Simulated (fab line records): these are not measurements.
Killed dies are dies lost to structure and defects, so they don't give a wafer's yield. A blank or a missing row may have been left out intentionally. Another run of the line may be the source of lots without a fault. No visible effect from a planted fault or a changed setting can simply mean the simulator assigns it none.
2 desks looking at one fault || flow n5_finfet || each desk holds nothing but its own numbers, with what lay behind them at the end

METROLOGY DESK
Means of the sampled wafers that have a number, per lot and without regard to the tool the lot ran on: this is what the gauges read. The brackets show how far a lot's mean lies from the usual mean; more than 4 standard deviations puts the lot out of limits, marked OUT. Only the readings that lie furthest out on some lot appear, 7 of the 11 it has.
Columns: A = cd_nm at N5_MOL_CONTACT_COAG_CD_MEAS_99, usual 17.3 nm; B = DIBL_N at N5_BEOL_M4_RC_MEAS_101, usual 36.0 mV/V; C = ION_N at N5_BEOL_M4_RC_MEAS_101, usual 675 uA/um; D = SS_N at N5_BEOL_M4_RC_MEAS_101, usual 71.6 mV/dec; E = SS_P at N5_BEOL_M4_RC_MEAS_101, usual 73.3 mV/dec; F = VT_N at N5_BEOL_M4_RC_MEAS_101, usual 250 mV; G = VT_P at N5_BEOL_M4_RC_MEAS_101, usual -251 mV
{"lot": "L437", "first seen here": "day 5 16:26", "A": 17.4, "B": 37.7, "C": 689, "D": 72.0, "E": 73.3, "F": 248, "G": -251}
{"lot": "L441", "first seen here": "day 6 18:07", "A": 17.2, "B": 36.9, "C": 671, "D": 71.8, "E": 73.4, "F": 252, "G": -255}
{"lot": "L450", "first seen here": "day 9 01:47", "A": 17.2, "B": 34.9, "C": 664, "D": 71.1, "E": 72.7, "F": 254, "G": -253}
{"lot": "L452", "first seen here": "day 9 10:18", "A": 17.4, "B": 35.2, "C": 674, "D": 71.5, "E": 73.2, "F": 251, "G": -247}
{"lot": "L451", "first seen here": "day 9 15:45", "A": 17.6, "B": 36.1, "C": 678, "D": 71.8, "E": 73.2, "F": 251, "G": -250}
{"lot": "L453", "first seen here": "day 9 16:48", "A": 17.0, "B": 37.5, "C": 676, "D": 72.0, "E": 73.9, "F": 252, "G": -249}
This desk found nothing out of limits on any of the 6 lots.

THE TOOL OWNER'S DESK: pvd_sputter-03
The tool's own readings at N5_MOL_CONTACT_COAG_SPUTTER_130 (material Co, target thk 47.5 nm): means of the sampled wafers that have a number, for each lot that ran on this tool. The brackets show how far a lot's mean lies from the usual mean; more than 4 standard deviations puts the lot out of limits, marked OUT.
Columns: A = cathode_dc_power_W at N5_MOL_CONTACT_COAG_SPUTTER_130, usual 3000.0 W; B = throttle_valve_pct at N5_MOL_CONTACT_COAG_SPUTTER_130, usual 29.8 %
{"lot": "L437", "first seen here": "day 5 21:06", "A": 2999.9, "B": 29.4}
{"lot": "L450", "first seen here": "day 9 06:03", "A": "3610.9 (+99 or more) OUT", "B": 29.4}
{"lot": "L452", "first seen here": "day 9 17:13", "A": "3610.7 (+99 or more) OUT", "B": 29.4}
This desk's verdict: out of limits on L450, L452, starting with L450 at day 9 06:03 (cathode_dc_power_W at N5_MOL_CONTACT_COAG_SPUTTER_130). In limits: L437.

PUT TOGETHER
The tool owner's desk could have raised an alarm at day 9 06:03, on L450, L452.
The metrology desk saw nothing out of limits.
The metrology desk has L450, L452 on record, within its limits.
The lots listed all ran N5_MOL_CONTACT_COAG_SPUTTER_130 on pvd_sputter-03.

WHAT THE SIMULATOR HAD INSERTED
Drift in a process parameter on pvd_sputter-03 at N5_MOL_CONTACT_COAG_SPUTTER_130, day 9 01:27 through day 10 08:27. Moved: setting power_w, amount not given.
Struck lots among those shown: L450, L452.
How many hours passed from the start of the fault until each desk's first out-of-limits reading: the tool owner's desk, 5.
